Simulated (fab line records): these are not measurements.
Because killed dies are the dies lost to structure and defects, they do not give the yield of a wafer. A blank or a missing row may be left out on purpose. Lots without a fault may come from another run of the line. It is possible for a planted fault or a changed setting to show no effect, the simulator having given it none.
Chamber matching | flow n5-finfet | N5_BEOL_M0_PRE_CLEAN_131 on cvd-co-02 has 3 sister chambers
The step time 15 s. 20 wafers are shown with their chamber, then 10 later ones without.

== EACH WAFER AND ITS CHAMBER ==
wafer  | chamber | heater-power-outer-w (W) | heater-power-w (W)
L074.1 | 2       | 5                        | 69
L074.2 | 1       | 20                       | 77
L074.3 | 0       | 21                       | 98
L077.3 | 2       | 5                        | 67
L077.4 | 1       | 20                       | 79
L077.6 | 2       | 5                        | 67
L076.3 | 1       | 20                       | 77
L076.4 | 2       | 5                        | 70
L076.6 | 0       | 22                       | 99
L079.3 | 2       | 5                        | 69
L079.4 | 0       | 21                       | 100
L079.6 | 1       | 20                       | 78
L080.1 | 0       | 22                       | 100
L080.4 | 2       | 5                        | 70
L080.6 | 1       | 19                       | 77
L088.2 | 0       | 22                       | 102
L088.5 | 2       | 5                        | 69
L088.6 | 1       | 20                       | 78
L089.3 | 2       | 5                        | 70
L089.4 | 0       | 22                       | 97

SIGNATURES (means of the wafers above)
reading              | chamber 0 | chamber 1 | chamber 2 | scatter within a chamber
heater-power-outer-w | 21.67     | 19.83     | 5.00      | 0.357
heater-power-w       | 99.33     | 77.67     | 68.88     | 1.32
Rule: for each reading, subtract the chamber's mean from the wafer's reading, divide by that reading's scatter and square the result; add these up over the readings and take the root, which gives the wafer's distance from the chamber. The wafer belongs to the nearest chamber; if the next one is less than 2 further off, it can't be placed. The scatter: take each reading less its chamber's mean, square it, sum over the shown wafers, divide by the number of wafers less the number of chambers, and take the root.

== WAFERS WITHOUT THEIR CHAMBER ==
wafer  | heater-power-outer-w (W) | heater-power-w (W)
L089.5 | 5                        | 70
L091.1 | 23                       | 98
L091.3 | 5                        | 69
L091.4 | 22                       | 102
L092.2 | 20                       | 78
L092.5 | 5                        | 70
L092.6 | 20                       | 77
L094.4 | 5                        | 69
L094.5 | 20                       | 78
L094.6 | 22                       | 101

== WHICH CHAMBER EACH WENT THROUGH ==
wafer  | from the rows above | in truth
L089.5 | 2                   | 2
L091.1 | 0                   | 0
L091.3 | 2                   | 2
L091.4 | 0                   | 0
L092.2 | 1                   | 1
L092.5 | 2                   | 2
L092.6 | 1                   | 1
L094.4 | 2                   | 2
L094.5 | 1                   | 1
L094.6 | 0                   | 0
Placed correctly: 10 of 10. Left unplaced by these rows: 0. Number placed wrongly: 0.
